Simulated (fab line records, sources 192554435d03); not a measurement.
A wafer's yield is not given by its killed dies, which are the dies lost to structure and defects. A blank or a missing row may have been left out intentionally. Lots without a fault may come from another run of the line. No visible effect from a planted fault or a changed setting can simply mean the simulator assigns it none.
Matching of chambers | flow n5Finfet | N5_BEOL_M9_ETCH_65 on rieDiel-02 has 4 sister chambers
The step etches SiARC in CF4, target depth 15.6 nm, time 26 s. 8 wafers are shown with their chamber, then 12 later ones without.

WAFERS PAIRED WITH THEIR CHAMBERS
wafer  | chamber | drypumpMotorCurrentA (A) | showerheadPlenumPTorr (Torr)
L082.6 | 1       | 6.2                      | 2.11
L091.4 | 2       | 6.7                      | 2.16
L090.3 | 2       | 6.7                      | 2.16
L090.4 | 1       | 6.2                      | 2.10
L090.6 | 0       | 5.1                      | 2.26
L092.2 | 3       | 6.5                      | 2.12
L092.4 | 0       | 5.0                      | 2.26
L092.6 | 3       | 6.5                      | 2.12

WAFERS WITHOUT THEIR CHAMBER
wafer  | drypumpMotorCurrentA (A) | showerheadPlenumPTorr (Torr)
L093.2 | 5.0                      | 2.26
L093.5 | 6.4                      | 2.12
L093.6 | 5.0                      | 2.26
L095.1 | 6.5                      | 2.12
L095.3 | 5.1                      | 2.26
L095.4 | 6.2                      | 2.10
L094.1 | 5.0                      | 2.26
L094.4 | 6.7                      | 2.15
L094.6 | 5.0                      | 2.26
L097.1 | 6.1                      | 2.10
L097.2 | 6.7                      | 2.15
L097.6 | 6.7                      | 2.15

WHICH CHAMBER EACH ONE RAN IN
wafer  | from the rows above | in truth
L093.2 | 0                   | 0
L093.5 | 3                   | 3
L093.6 | 0                   | 0
L095.1 | 3                   | 3
L095.3 | 0                   | 0
L095.4 | 1                   | 1
L094.1 | 0                   | 0
L094.4 | 2                   | 2
L094.6 | 0                   | 0
L097.1 | 1                   | 1
L097.2 | 2                   | 2
L097.6 | 2                   | 2
12 of 12 placed correctly. Not placeable from these rows: 0. Wrongly placed: 0.
How it was worked out, from the rows above alone: a wafer's distance from a chamber is the root of the sum, over the readings, of the square of ((its reading less the chamber's mean) divided by the reading's scatter). If the next closest chamber is less than 2 further off than the closest, the wafer can't be placed; otherwise it belongs to the closest. For every chamber, the mean is computed from those of its wafers that are shown. The scatter: take each reading less its chamber's mean, square it, sum over the shown wafers, divide by the number of wafers less the number of chambers, and take the root.
